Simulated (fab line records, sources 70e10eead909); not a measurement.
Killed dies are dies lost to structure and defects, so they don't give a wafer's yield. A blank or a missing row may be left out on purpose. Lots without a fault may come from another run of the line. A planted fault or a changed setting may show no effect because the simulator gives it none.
fab line records | flow nand_harc
record lots=12 wafers=36 last_day=32
route steps=1302 shown P_GATE@170 END@1302
lots that met no fault: from a run of the same line without faults
start_h: hours from the record's first day to the start of the lot's first wafer shown | wait_h: hours since the lot's step before | " the same as in the row above | L1.1+2: a row that stands for several wafers | - no value, or no start given | * or withheld: withheld | < > ~ a bound
route shown NAME@n: a module of which the file shows steps, and the number in the route of the first | usual: mean/standard deviation of fault-free wafers | same: alike in all rows | chamber/n: place in a boat | sites: the reading at each site | _std_site: their standard deviation | _edge_site: outer sites' mean less inner sites' | radius_mm: how far each site lies from the wafer's centre | mask NAME#n: copy n | behind: the tool/chamber that last shaped the wafer | hold: why the lot was held/for how many hours/how that ended | device: the transistor (n, p or np) that didn't switch | end of line: the same wafers' tests at the end of the route | a step without rows: its recipe alone | killed: dies lost to structure and defects at the first sort, not the wafer's yield | map: a wafer's dies, x killed, . not, _ none there
set.NAME: the setting as run; set.NAME@STEP: as run at that earlier step | model.NAME: the simulator's own value behind a step, which no gauge read
steps of the route over a sample of lots; a table a step, a row a wafer
services: from which hour (start_h, from the record's first day; less than 0 if before it) a tool's chamber was out of use, for how many hours, and why
## steps
# step NHARC_P_GATE_CD_MEAS_46
# recipe target_cd_nm=720 landing_energy_ev=500
# usual cd_nm=719.0/1.7
# columns lot.wafer tool chamber start_h wait_h cd_nm
L356.1 cd_sem-02 0 107.46 - 720.2
L356.5 " 0 " " 719.8
L356.6 " 0 " " 718.5
L360.1 cd_sem-03 0 152.96 - 717.0
L360.2 " 0 " " 720.3
L360.5 " 0 " " 723.4
L361.1 cd_sem-01 0 160.95 - 718.7
L361.2 " 0 " " 720.5
L361.5 " 0 " " 718.2
L363.2 cd_sem-03 0 176.97 - 720.9
L363.4 " 0 " " 718.1
L363.6 " 0 " " 719.1
L364.1 cd_sem-03 0 186.68 - 717.4
L364.2 " 0 " " 717.5
L364.5 " 0 " " 719.3
L365.2 cd_sem-01 0 201.49 - 718.3
L365.4 " 0 " " 720.2
L365.6 " 0 " " 720.7
L366.3 cd_sem-01 0 206.07 - 719.5
L366.4 " 0 " " 719.2
L366.5 " 0 " " 720.7
L367.2 cd_sem-01 0 217.21 - 720.9
L367.4 " 0 " " 716.3
L367.6 " 0 " " 718.5
L369.2 cd_sem-03 0 253.17 - 718.5
L369.3 " 0 " " 720.1
L369.4 " 0 " " 721.1
L371.3 cd_sem-02 0 260.46 - 722.7
L371.4 " 0 " " 721.5
L371.5 " 0 " " 719.9
L374.1 cd_sem-01 0 287.36 - 720.8
L374.3 " 0 " " 718.0
L374.6 " 0 " " 720.6
L377.3 cd_sem-02 0 316.31 - 720.2
L377.4 " 0 " " 718.0
L377.6 " 0 " " 719.6
# step NHARC_P_GATE_DESCUM_61
# recipe time_s=3 o2_flow_sccm=200 ar_flow_sccm=0 bias_power_w=0 chemistry=O2
# usual drypump_motor_current_A=5.7/0.4 oes_product_au=0.998/0.009 rf_vpp_V=57.7/0.89 showerhead_plenum_p_Torr=1.90/0.065 throttle_valve_pct=11.311/0.0089
# same bias_power_w=0
# columns lot.wafer tool chamber start_h wait_h drypump_motor_current_A oes_product_au rf_hours_counter_h rf_vpp_V showerhead_plenum_p_Torr throttle_valve_pct
L356.1 rie_diel-11 3 109.28 - 5.8 0.994 1.9 58.1 1.90 11.320
L356.5 " 0 " " 5.7 0.992 - 56.7 1.89 11.300
L356.6 " 1 " " 5.4 0.978 - 58.4 1.91 11.321
L360.2 rie_diel-11 2 154.93 - 6.1 1.010 4.3 57.6 1.96 11.319
L360.1 " 3 " " 5.8 0.998 4.1 58.5 1.90 11.315
L360.5 " 2 " " 6.1 1.007 - 57.5 1.96 11.306
L361.1 rie_diel-06 2 162.78 - 6.2 0.996 1.2 58.4 1.91 11.307
L361.2 " 3 " " 6.0 0.993 1.2 56.3 2.02 11.317
L361.5 " 0 " " 5.2 1.006 - 57.0 1.82 11.312
L363.4 rie_diel-11 3 178.91 - 5.8 0.991 4.9 58.2 1.90 11.303
L363.2 " 0 " " 5.7 1.000 3.5 55.6 1.89 11.310
L363.6 " 3 " " 5.8 0.994 - 57.1 1.90 11.302
L364.1 rie_diel-06 3 188.59 - 6.0 0.990 4.3 59.3 2.02 11.333
L364.2 " 2 " " 6.2 0.995 3.1 58.3 1.91 11.318
L364.5 " 0 " " 5.2 0.995 - 58.3 1.82 11.309
L365.4 rie_diel-02 2 203.30 - 4.9 1.001 7.9 57.4 1.80 11.314
L365.2 " 0 " " 5.7 0.992 6.6 57.9 1.81 11.308
L365.6 " 1 " " 5.7 0.989 - 57.9 1.96 11.314
L366.3 rie_diel-06 3 207.87 - 6.0 0.995 5.4 58.1 2.02 11.295
L366.5 " 1 " " 5.7 1.004 - 58.9 1.92 11.313
L366.4 " 3 " " 6.0 1.003 - 58.2 2.02 11.304
L367.4 rie_diel-11 3 219.13 - 5.8 0.995 7.7 57.2 1.90 11.321
L367.2 " 0 " " 5.7 0.990 6.7 56.9 1.89 11.313
L367.6 " 2 " " 6.1 0.993 - 58.8 1.96 11.299
L369.3 rie_diel-06 3 255.08 - 6.1 0.995 7.6 59.6 2.02 11.312
L369.2 " 0 " " 5.2 0.997 7.7 58.1 1.82 11.300
L369.4 " 1 " " 5.7 1.010 6.4 57.1 1.92 11.331
L371.4 rie_diel-02 1 262.44 - 5.8 1.002 1.1 57.7 1.96 11.318
L371.3 " 2 " " 4.9 1.011 0.8 56.7 1.80 11.304
L371.5 " 1 " " 5.8 0.992 - 57.7 1.96 11.312
L374.1 rie_diel-06 0 289.29 - 5.2 1.008 9.9 57.5 1.82 11.306
L374.3 " 2 " " 6.3 0.993 8.9 59.3 1.91 11.309
L374.6 " 1 " " 5.7 1.010 - 58.0 1.92 11.317
L377.3 rie_diel-06 3 318.22 - 6.0 1.000 0 59.3 2.02 11.305
L377.4 " 1 " " 5.7 0.998 0 57.1 1.92 11.302
L377.6 " 3 " " 6.0 1.015 - 58.0 2.02 11.333
# step NHARC_P_GATE_EXPOSE_88
# recipe na=0.6 target_cd_nm=2000 dose_mj=11.87 mask_id=P_HVN
# usual reticle_temp_C=23.01/0.11 stage_vel_mm_s=500.00/0.25
# columns lot.wafer tool chamber start_h wait_h mask reticle_temp_C stage_vel_mm_s
L356.1 krf_scanner-01 0 110.64 - P_HVN#0 22.89 500.20
L356.5 " 0 " " P_HVN#0 23.02 500.60
L356.6 " 0 " " P_HVN#0 23.10 500.33
L360.1 krf_scanner-01 0 156.32 - P_HVN#0 22.96 500.30
L360.2 " 0 " " P_HVN#0 22.98 500.40
L360.5 " 0 " " P_HVN#0 22.95 500.04
L361.1 krf_scanner-04 0 164.15 - P_HVN#0 22.97 500.06
L361.2 " 0 " " P_HVN#0 23.06 499.52
L361.5 " 0 " " P_HVN#0 23.06 499.78
L363.2 krf_scanner-03 0 180.29 - P_HVN#0 23.08 500.23
L363.4 " 0 " " P_HVN#0 23.19 500.14
L363.6 " 0 " " P_HVN#0 23.19 500.35
L364.1 krf_scanner-01 0 189.86 - P_HVN#0 23.08 500.16
L364.2 " 0 " " P_HVN#0 23.15 500.31
L364.5 " 0 " " P_HVN#0 23.20 500.62
L365.2 krf_scanner-04 0 204.69 - P_HVN#0 23.01 500.21
L365.4 " 0 " " P_HVN#0 22.93 500.01
L365.6 " 0 " " P_HVN#0 23.00 500.03
L366.3 krf_scanner-01 0 209.27 - P_HVN#0 23.04 500.16
L366.4 " 0 " " P_HVN#0 23.02 499.87
L366.5 " 0 " " P_HVN#0 23.11 500.20
L367.2 krf_scanner-04 0 220.51 - P_HVN_R1#0 22.97 500.30
L367.4 " 0 " " P_HVN_R1#0 23.07 499.84
L367.6 " 0 " " P_HVN_R1#0 23.04 500.04
L369.2 krf_scanner-03 0 256.50 - P_HVN#0 22.98 499.90
L369.3 " 0 " " P_HVN#0 22.94 499.97
L369.4 " 0 " " P_HVN#0 22.96 499.50
L371.3 krf_scanner-01 0 263.84 - P_HVN#0 22.74 499.55
L371.4 " 0 " " P_HVN#0 22.91 499.93
L371.5 " 0 " " P_HVN#0 23.00 499.69
L374.1 krf_scanner-04 0 290.72 - P_HVN#0 23.08 500.53
L374.3 " 0 " " P_HVN#0 23.07 500.47
L374.6 " 0 " " P_HVN#0 22.95 500.17
L377.3 krf_scanner-04 0 319.62 - P_HVN#0 22.89 499.42
L377.4 " 0 " " P_HVN#0 23.05 500.13
L377.6 " 0 " " P_HVN#0 22.82 500.22
# step NHARC_P_GATE_CD_MEAS_91
# recipe target_cd_nm=2000 landing_energy_ev=500
# usual cd_nm=1999.8/1.8
# columns lot.wafer tool chamber start_h wait_h cd_nm
L356.1 cd_sem-03 0 110.79 - 2003.1
L356.5 " 0 " " 2000.4
L356.6 " 0 " " 2002.4
L360.1 cd_sem-02 0 156.48 - 1998.9
L360.2 " 0 " " 2001.3
L360.5 " 0 " " 1998.4
L361.1 cd_sem-03 0 164.31 - 2000.3
L361.2 " 0 " " 1999.4
L361.5 " 0 " " 1997.8
L363.2 cd_sem-03 0 180.44 - 1998.3
L363.4 " 0 " " 1998.4
L363.6 " 0 " " 2000.6
L364.1 cd_sem-01 0 190.01 - 1999.2
L364.2 " 0 " " 2000.1
L364.5 " 0 " " 2000.2
L365.2 cd_sem-01 0 204.84 - 1998.5
L365.4 " 0 " " 2000.0
L365.6 " 0 " " 2000.2
L366.3 cd_sem-03 0 209.42 - 2002.7
L366.4 " 0 " " 2000.8
L366.5 " 0 " " 1997.9
L367.2 cd_sem-02 0 220.67 - 2133.8
L367.4 " 0 " " 2132.0
L367.6 " 0 " " 2135.4
L369.2 cd_sem-02 0 256.65 - 2001.0
L369.3 " 0 " " 1999.6
L369.4 " 0 " " 2001.8
L371.3 cd_sem-03 0 263.99 - 1999.8
L371.4 " 0 " " 2000.4
L371.5 " 0 " " 1999.2
L374.1 cd_sem-03 0 290.88 - 1998.6
L374.3 " 0 " " 1999.0
L374.6 " 0 " " 2000.1
L377.3 cd_sem-03 0 319.77 - 2000.9
L377.4 " 0 " " 1999.1
L377.6 " 0 " " 2000.8
# step NHARC_P_GATE_INSPECT_68
# usual raw_defect_count=205/71
# columns lot.wafer tool chamber start_h wait_h raw_defect_count
L356.1 defect_inspect-02 - 113.87 0.2 238
L356.5 " - " " 135
L356.6 " - " " 120
L360.1 defect_inspect-02 - 159.54 0.2 177
L360.2 " - " " 240
L360.5 " - " " 198
L361.1 defect_inspect-01 - 167.38 0.2 256
L361.2 " - " " 351
L361.5 " - " " 186
L363.2 defect_inspect-01 - 183.50 0.1 265
L363.4 " - " " 282
L363.6 " - " " 256
L364.1 defect_inspect-01 - 193.08 0.2 310
L364.2 " - " " 243
L364.5 " - " " 265
L365.2 defect_inspect-01 - 208.06 0.1 321
L365.4 " - " " 344
L365.6 " - " " 229
L366.3 defect_inspect-01 - 212.49 0.1 170
L366.4 " - " " 171
L366.5 " - " " 152
L367.2 defect_inspect-01 - 223.74 0.1 483
L367.4 " - " " 275
L367.6 " - " " 240
L369.2 defect_inspect-02 - 259.73 0.1 95
L369.3 " - " " 116
L369.4 " - " " 261
L371.3 defect_inspect-01 - 267.04 0.1 220
L371.4 " - " " 248
L371.5 " - " " 116
L374.1 defect_inspect-01 - 293.94 0.2 177
L374.3 " - " " 179
L374.6 " - " " 278
L377.3 defect_inspect-01 - 322.87 0.1 233
L377.4 " - " " 368
L377.6 " - " " 133
# step NHARC_END_SORT_01
# recipe temp_c=25
# usual killed_at_array=50/16 killed_at_other=0.8/1 killed_at_periphery=4/3.1 killed_dies=54/16 killed_open=3.2/2 killed_short=2.5/1.6
# same gross_dies=677
# columns lot.wafer tool chamber start_h wait_h killed_at_array killed_at_other killed_at_periphery killed_dies killed_open killed_short
L367.6 prober-02 0 668.50 3.9 44 3 5 52 0 4
# killed by level:class
L367.6 A_SLIT:chamber_film_flake=20 A_CHANNEL_HOLE_D2:chamber_film_flake=17 P_STI:chamber_film_flake=3 A_ONON_D2:geometric_particle:short=2 A_STAIRCASE:chamber_film_flake=2 THIN_TSV:chamber_film_flake=2 A_ONON_D1:geometric_particle:short=1 P_M2:chamber_film_flake=1
## services
# columns tool chamber start_h hours kind
rie_diel-11 - 93.64 0.7 repair
rie_diel-06 0 109.31 - clean
rie_diel-06 1 109.31 - clean
rie_diel-06 2 109.31 - clean
krf_scanner-03 - 115.24 1.0 repair
rie_diel-11 0 128.77 2.5 repair
rie_diel-06 - 130.22 9.0 pm
krf_scanner-01 - 140.03 4.0 pm
krf_scanner-04 - 153.85 0.5 repair
krf_scanner-04 - 167.36 0.3 repair
rie_diel-02 - 172.49 22.2 repair
krf_scanner-04 - 182.00 4.0 pm
rie_diel-06 2 207.28 1.3 repair
rie_diel-02 - 216.70 9.0 pm
rie_diel-11 - 216.81 0.2 repair
krf_scanner-03 - 224.00 4.0 pm
rie_diel-11 - 255.50 9.0 pm
rie_diel-02 3 295.07 3.0 repair
rie_diel-11 2 302.91 1.4 repair
rie_diel-02 2 303.98 4.1 repair
krf_scanner-03 - 304.15 0.1 repair
rie_diel-06 - 307.22 9.0 pm
rie_diel-11 1 307.71 12.6 repair
krf_scanner-01 - 312.03 4.0 pm
## key
first_sign step=NHARC_P_GATE_EXPOSE_88 reading=mask direction=changed
effect step=NHARC_P_GATE_CD_MEAS_91 reading=cd_nm direction=up sigmas=75 usual=1999.8 struck=2133.7
met_at NHARC_P_GATE_EXPOSE_88
struck_lots L367
tester_left_out L367
not_acting_at NHARC_P_GATE_CD_MEAS_46,NHARC_P_GATE_DESCUM_61,NHARC_P_GATE_INSPECT_68
onset_between 204.69 220.51
fault kind=wrong_mask tool=any chamber=- onset_h=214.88 steps=NHARC_P_GATE_EXPOSE_88 aux_copy=P_HVN_R1#0 cd_offset_nm=133.82 scope=struck_lots_only
# tester_left_out: of these lots the tester's yield and bins aren't shown, on N5 and GAA mostly nor the transistor test; their killed dies are dies lost to structure and defects alone, not to doping, threshold or leakage, so they don't give the yield
